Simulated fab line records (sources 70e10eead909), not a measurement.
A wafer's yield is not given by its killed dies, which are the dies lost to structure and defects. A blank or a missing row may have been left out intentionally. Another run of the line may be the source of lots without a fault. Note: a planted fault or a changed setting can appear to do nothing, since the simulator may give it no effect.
Problem report, 8D (eight disciplines) form, completed by code    flow nand-harc    the parts of the form that need people (team, actions taken, sign-off) are left out

## 1. THE ISSUE
At NHARC_A_CONTACT_DEP_29, rf-fwd-power-W averages 292.2 W over 6 wafers from 2 lots, while fault-free wafers read 348.5 W, standard deviation 1.1. Relative to the usual mean, that is a shift of -51 standard deviations.
The step: deposits SiON, target thk 100 nm.
Seen first at day 27 19:38 on pecvd-02, wafer L585.3. The record holds 39 wafers of 13 lots with a number at this step. By rule, "out" or "out of limits" means more than 4 standard deviations away from the usual mean. The other wafers with a number count as sound.

## 2. WHAT IT IS, WHAT IT ISN'T
question                     is                      is not
which readings at this step  rf-fwd-power-W          heater-power-outer-w, heater-power-w
which lots                   L585, L586              L569, L572, L573, L574, L575, L576, L577, L579, L581, L583, L591
which wafers of those lots   all that have a number  -
read on which tools          pecvd-02                pecvd-01, pecvd-03
when                         from day 27 19:38       up to then (30 sound wafers); but 3 sound wafers of L591 came after

## 3. WHAT RULES OUT EACH SUSPECT
Counting: a tool at a process step up to the reading stays a suspect if it ran every lot that is out and no sound lot after the first of them.
- pecvd-02 at NHARC_A_CONTACT_DEP_29 (deposits SiON, target thk 100 nm): kept. Every lot that is out went through it, starting with L585 (day 27 19:38), and after that it ran no sound lot; the last sound lot it ran before then is L583 (day 27 09:37). Its own rf-fwd-power-W readings are out on those wafers.
After counting, what remains is pecvd-02 at NHARC_A_CONTACT_DEP_29.

## 4. THE CAUSE (what the simulator had put in)
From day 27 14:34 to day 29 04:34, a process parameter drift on pecvd-02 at NHARC_A_CONTACT_DEP_29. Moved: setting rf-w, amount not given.
Counting left only this tool.

## 5. THE EFFECT CHAIN, in route order
Each row: a reading whose mean over the struck wafers that have a number lies more than 3 standard deviations from the usual. Readings are gone through only where the record gives a usual standard deviation; hours: the median, over the lots, of the time from a lot's start at the first step in this table giving one to that lot's start at this step; sigmas: the change measured in usual standard deviations.
hours  step                    reading         usual    on struck wafers  change  sigmas
0      NHARC_A_CONTACT_DEP_29  rf-fwd-power-W  348.5 W  292.2             -56.3   -51
Here are the process steps it includes:
- NHARC_A_CONTACT_DEP_29: deposits SiON, target thk 100 nm.

## 6. HOW IT WOULD HAVE BEEN CAUGHT EARLIER
The fault began at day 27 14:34; the first out-of-limits reading in this record came at day 27 19:38, 5 hours later.
